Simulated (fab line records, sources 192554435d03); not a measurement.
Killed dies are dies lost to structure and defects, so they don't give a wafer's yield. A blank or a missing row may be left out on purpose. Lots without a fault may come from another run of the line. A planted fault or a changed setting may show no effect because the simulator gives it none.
Chamber matching | flow n5_finfet | N5_BEOL_M8_ETCH_72 on rie_diel-02: 4 sister chambers
The step etches underlayer in N2/H2, target depth 6.5 nm, time 5.2 s. 4 wafers are shown with their chamber, then 8 later ones without.

WAFERS WITH THEIR CHAMBER
wafer  | chamber | showerhead_plenum_p_Torr (Torr)
L082.3 | 1       | 2.40
L084.2 | 2       | 2.58
L084.6 | 0       | 2.55
L085.3 | 3       | 2.55

WAFERS WITHOUT THEIR CHAMBER
wafer  | showerhead_plenum_p_Torr (Torr)
L085.4 | 2.55
L085.6 | 2.55
L091.1 | 2.55
L091.4 | 2.72
L091.5 | 2.58
L090.3 | 2.58
L090.5 | 2.58
L090.6 | 2.55

WHICH CHAMBER EACH WENT THROUGH
wafer  | from the rows above          | in truth
L085.4 | can't be placed: 0 or 3 or 2 | 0
L085.6 | can't be placed: 0 or 3 or 2 | 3
L091.1 | can't be placed: 0 or 3 or 2 | 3
L091.4 | can't be placed: 2 or 0 or 3 | 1
L091.5 | can't be placed: 2 or 0 or 3 | 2
L090.3 | can't be placed: 2 or 0 or 3 | 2
L090.5 | can't be placed: 2 or 0 or 3 | 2
L090.6 | can't be placed: 0 or 3 or 2 | 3
Placed correctly: 0 of 8. Can't be placed from these rows: 8 (the true chamber is among the candidates in 7). Placed wrongly: 0.
How it was worked out, from the rows above alone: a wafer's distance from a chamber is the root of the sum, over the readings, of the square of ((its reading less the chamber's mean) divided by the reading's scatter). The wafer belongs to the nearest chamber; if the next one is less than 2 further off, it can't be placed. A chamber's mean is the mean of its shown wafers. The scatter: with one shown wafer a chamber, the root of the mean of the squares of how far each hidden wafer lies from its nearest shown one.
